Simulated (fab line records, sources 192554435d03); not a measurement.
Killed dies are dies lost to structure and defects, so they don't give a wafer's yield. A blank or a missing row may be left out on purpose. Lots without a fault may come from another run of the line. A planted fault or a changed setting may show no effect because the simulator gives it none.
Chamber matching | flow n5_finfet | N5_BEOL_M5_PRE_CLEAN_77 on cvd_co-01: 3 sister chambers
The step time 15 s. 3 wafers are shown with their chamber, then 12 later ones without.

WAFERS WITH THEIR CHAMBER
wafer  | chamber | heater_power_w (W)
L085.2 | 2       | 75
L091.4 | 0       | 64
L091.6 | 1       | 90

WAFERS WITHOUT THEIR CHAMBER
wafer  | heater_power_w (W)
L087.1 | 65
L087.2 | 91
L087.6 | 91
L087.3 | 92
L087.4 | 64
L087.5 | 65
L092.3 | 90
L092.5 | 65
L092.6 | 90
L097.2 | 90
L097.3 | 91
L097.6 | 65

WHICH CHAMBER EACH WENT THROUGH
wafer  | from the rows above | in truth
L087.1 | 0                   | 0
L087.2 | 1                   | 1
L087.6 | 1                   | 1
L087.3 | 1                   | 1
L087.4 | 0                   | 0
L087.5 | 0                   | 0
L092.3 | 1                   | 1
L092.5 | 0                   | 0
L092.6 | 1                   | 1
L097.2 | 1                   | 1
L097.3 | 1                   | 1
L097.6 | 0                   | 0
Placed correctly: 12 of 12. Can't be placed from these rows: 0. Placed wrongly: 0.
How it was worked out, from the rows above alone: a wafer's distance from a chamber is the root of the sum, over the readings, of the square of ((its reading less the chamber's mean) divided by the reading's scatter). The wafer belongs to the nearest chamber; if the next one is less than 2 further off, it can't be placed. A chamber's mean is the mean of its shown wafers. The scatter: with one shown wafer a chamber, the root of the mean of the squares of how far each hidden wafer lies from its nearest shown one.
